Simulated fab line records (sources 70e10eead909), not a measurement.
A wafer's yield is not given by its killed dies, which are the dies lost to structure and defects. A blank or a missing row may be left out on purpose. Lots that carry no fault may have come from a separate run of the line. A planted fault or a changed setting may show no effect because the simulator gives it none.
Check of tool commonality :: flow nandHarc :: Sample size 12 lots and 36 wafers

## REASON IT WAS OPENED
At NHARC_P_GATE_CD_MEAS_59 the reading cdNm is flagged on 2 of 12 lots. Fault-free wafers read 720.6 nm, with a standard deviation of 1.9.
Rule: a lot is flagged in two cases, either no wafer of it has a number, or all its wafers with numbers fall more than 4 standard deviations from that mean. The rest of the lots are taken to be sound.

lot: L467
measured: day 6 00:31
on: cdSem-03
cdNm (nm), wafer by wafer: 720.7 720.9 722.6
flag: 

lot: L468
measured: day 6 05:53
on: cdSem-03
cdNm (nm), wafer by wafer: 719.8 720.3 718.7
flag: 

lot: L469
measured: day 6 19:50
on: cdSem-01
cdNm (nm), wafer by wafer: 719.9 720.2 718.9
flag: 

lot: L471
measured: day 7 11:06
on: cdSem-03
cdNm (nm), wafer by wafer: 723.4 725.5 723.1
flag: 

lot: L474
measured: day 8 21:29
on: cdSem-03
cdNm (nm), wafer by wafer: 722.4 716.9 718.6
flag: 

lot: L477
measured: day 9 14:38
on: cdSem-01
cdNm (nm), wafer by wafer: 721.6 720.9 719.3
flag: 

lot: L480
measured: day 10 21:01
on: cdSem-02
cdNm (nm), wafer by wafer: 719.1 721.0 720.9
flag: 

lot: L483
measured: day 12 09:45
on: cdSem-02
cdNm (nm), wafer by wafer: 720.6 720.6 721.0
flag: 

lot: L484
measured: day 12 20:50
on: cdSem-01
cdNm (nm), wafer by wafer: 755.0 757.6 753.8
flag: FLAGGED

lot: L485
measured: day 13 01:19
on: cdSem-02
cdNm (nm), wafer by wafer: 755.5 764.5 802.3
flag: FLAGGED

lot: L488
measured: day 14 05:39
on: cdSem-02
cdNm (nm), wafer by wafer: 720.4 717.8 720.3
flag: 

lot: L489
measured: day 14 19:17
on: cdSem-02
cdNm (nm), wafer by wafer: 721.5 721.1 719.2
flag: 
Average over the flagged lots: 764.8 nm; offset from the usual +44.2 nm, equal to +23 standard deviations.

## LOT BY LOT: THE TOOL USED
Before the reading, the record contains 3 process steps out of a 1302-step route. Cell contents, in order: the tool; ch with the chambers the sampled wafers went through; the start.
lot: L467
flag: 
NHARC_P_GATE_ALD_36: aldSin-01 ch 0,1,2, day 5 15:41
NHARC_P_GATE_ETCHBACK_37: rieDiel-06 ch 0,1,3, day 6 00:22 or earlier
NHARC_P_GATE_EXPOSE_56: krfScanner-03 ch 0, day 6 00:22

lot: L468
flag: 
NHARC_P_GATE_ALD_36: aldSin-03 ch 2,3, day 5 17:35
NHARC_P_GATE_ETCHBACK_37: rieDiel-06 ch 0,1,2, day 6 05:44 or earlier
NHARC_P_GATE_EXPOSE_56: krfScanner-01 ch 0, day 6 05:44

lot: L469
flag: 
NHARC_P_GATE_ALD_36: aldSin-04 ch 1,2,3, day 6 07:40
NHARC_P_GATE_ETCHBACK_37: rieDiel-13 ch 0,3, day 6 19:41 or earlier
NHARC_P_GATE_EXPOSE_56: krfScanner-01 ch 0, day 6 19:41

lot: L471
flag: 
NHARC_P_GATE_ALD_36: aldSin-03 ch 2,3, day 7 00:05
NHARC_P_GATE_ETCHBACK_37: rieDiel-02 ch 2,3, day 7 10:56 or earlier
NHARC_P_GATE_EXPOSE_56: krfScanner-02 ch 0, day 7 10:56

lot: L474
flag: 
NHARC_P_GATE_ALD_36: aldSin-04 ch 1,3, day 8 10:11
NHARC_P_GATE_ETCHBACK_37: rieDiel-02 ch 1,3, day 8 21:19 or earlier
NHARC_P_GATE_EXPOSE_56: krfScanner-03 ch 0, day 8 21:19

lot: L477
flag: 
NHARC_P_GATE_ALD_36: aldSin-03 ch 1,2, day 9 03:33
NHARC_P_GATE_ETCHBACK_37: rieDiel-06 ch 0,3, day 9 14:29 or earlier
NHARC_P_GATE_EXPOSE_56: krfScanner-02 ch 0, day 9 14:29

lot: L480
flag: 
NHARC_P_GATE_ALD_36: aldSin-03 ch 1,3, day 10 08:49
NHARC_P_GATE_ETCHBACK_37: rieDiel-02 ch 0,2,3, day 10 20:52 or earlier
NHARC_P_GATE_EXPOSE_56: krfScanner-01 ch 0, day 10 20:52

lot: L483
flag: 
NHARC_P_GATE_ALD_36: aldSin-04 ch 0,1, day 11 21:18
NHARC_P_GATE_ETCHBACK_37: rieDiel-06 ch 0,2,3, day 12 09:36 or earlier
NHARC_P_GATE_EXPOSE_56: krfScanner-02 ch 0, day 12 09:36

lot: L484
flag: FLAGGED
NHARC_P_GATE_ALD_36: aldSin-01 ch 0,1, day 12 09:34
NHARC_P_GATE_ETCHBACK_37: rieDiel-13 ch 1,2, day 12 20:41 or earlier
NHARC_P_GATE_EXPOSE_56: krfScanner-01 ch 0, day 12 20:41

lot: L485
flag: FLAGGED
NHARC_P_GATE_ALD_36: aldSin-03 ch 1,2, day 12 13:10
NHARC_P_GATE_ETCHBACK_37: rieDiel-13 ch 0,1,2, day 13 01:09 or earlier
NHARC_P_GATE_EXPOSE_56: krfScanner-01 ch 0, day 13 01:09

lot: L488
flag: 
NHARC_P_GATE_ALD_36: aldSin-03 ch 0,1,2, day 13 18:32
NHARC_P_GATE_ETCHBACK_37: rieDiel-13 ch 0,2, day 14 05:30 or earlier
NHARC_P_GATE_EXPOSE_56: krfScanner-02 ch 0, day 14 05:30

lot: L489
flag: 
NHARC_P_GATE_ALD_36: aldSin-04 ch 0,1,3, day 14 07:16
NHARC_P_GATE_ETCHBACK_37: rieDiel-02 ch 2,3, day 14 19:08 or earlier
NHARC_P_GATE_EXPOSE_56: krfScanner-02 ch 0, day 14 19:08
What the steps here do:
- NHARC_P_GATE_ALD_36: deposits SiNx, target thk 20 nm, pulse time 60 s, ald cycles 223.
- NHARC_P_GATE_ETCHBACK_37: etches the open film in CHF3/O2, target depth 34.5 nm, time 17.2 s.
- NHARC_P_GATE_EXPOSE_56: exposes mask P PSD, target cd 720 nm.
- NHARC_P_GATE_CD_MEAS_59: target cd 720 nm.

## FLAGGED AGAINST TOTAL, ONE TOOL AT A TIME (gauges that did the reading follow at the end)
step: NHARC_P_GATE_ALD_36
tool: aldSin-01
lots run: 2
flagged: 1
share of the flagged lots: some
sound lots run after its first flagged lot: 0

step: NHARC_P_GATE_ALD_36
tool: aldSin-03
lots run: 6
flagged: 1
share of the flagged lots: some
sound lots run after its first flagged lot: 1 (L488)

step: NHARC_P_GATE_ALD_36
tool: aldSin-04
lots run: 4
flagged: 0
share of the flagged lots: none
sound lots run after its first flagged lot: -

step: NHARC_P_GATE_ETCHBACK_37
tool: rieDiel-02
lots run: 4
flagged: 0
share of the flagged lots: none
sound lots run after its first flagged lot: -

step: NHARC_P_GATE_ETCHBACK_37
tool: rieDiel-06
lots run: 4
flagged: 0
share of the flagged lots: none
sound lots run after its first flagged lot: -

step: NHARC_P_GATE_ETCHBACK_37
tool: rieDiel-13
lots run: 4
flagged: 2
share of the flagged lots: all
sound lots run after its first flagged lot: 1 (L488)

step: NHARC_P_GATE_EXPOSE_56
tool: krfScanner-01
lots run: 5
flagged: 2
share of the flagged lots: all
sound lots run after its first flagged lot: 0

step: NHARC_P_GATE_EXPOSE_56
tool: krfScanner-02
lots run: 5
flagged: 0
share of the flagged lots: none
sound lots run after its first flagged lot: -

step: NHARC_P_GATE_EXPOSE_56
tool: krfScanner-03
lots run: 2
flagged: 0
share of the flagged lots: none
sound lots run after its first flagged lot: -

step: NHARC_P_GATE_CD_MEAS_59
tool: cdSem-01
lots run: 3
flagged: 1
share of the flagged lots: some
sound lots run after its first flagged lot: 0

step: NHARC_P_GATE_CD_MEAS_59
tool: cdSem-02
lots run: 5
flagged: 1
share of the flagged lots: some
sound lots run after its first flagged lot: 2 (L488,L489)

step: NHARC_P_GATE_CD_MEAS_59
tool: cdSem-03
lots run: 4
flagged: 0
share of the flagged lots: none
sound lots run after its first flagged lot: -
With no start given for some of its lots, NHARC_P_GATE_ETCHBACK_37 uses the hours and lot order of NHARC_P_GATE_EXPOSE_56.

## WHAT THE TABLE PERMITS
Table rows that saw every flagged lot: 2, namely rieDiel-13 at NHARC_P_GATE_ETCHBACK_37 and krfScanner-01 at NHARC_P_GATE_EXPOSE_56.
- rieDiel-13 at NHARC_P_GATE_ETCHBACK_37 ran 4 lots, 2 of them flagged. After the first flagged lot (L488), sound lots still ran on it; a lasting fault on the whole tool would not permit that.
- krfScanner-01 at NHARC_P_GATE_EXPOSE_56 ran 5 lots, 2 of them flagged. It ran its last sound lot, L480, at day 10 20:52 and its first flagged lot, L484, at day 12 20:41: a fault with its onset between the two fits.
Left over: one tool, krfScanner-01 at NHARC_P_GATE_EXPOSE_56.

## WHAT HAD BEEN PUT IN BY THE SIMULATOR
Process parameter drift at NHARC_P_GATE_EXPOSE_56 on krfScanner-01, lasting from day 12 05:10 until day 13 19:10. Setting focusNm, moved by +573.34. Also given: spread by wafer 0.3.
Struck lots among those shown: L484, L485. The rule above reached the same finding.
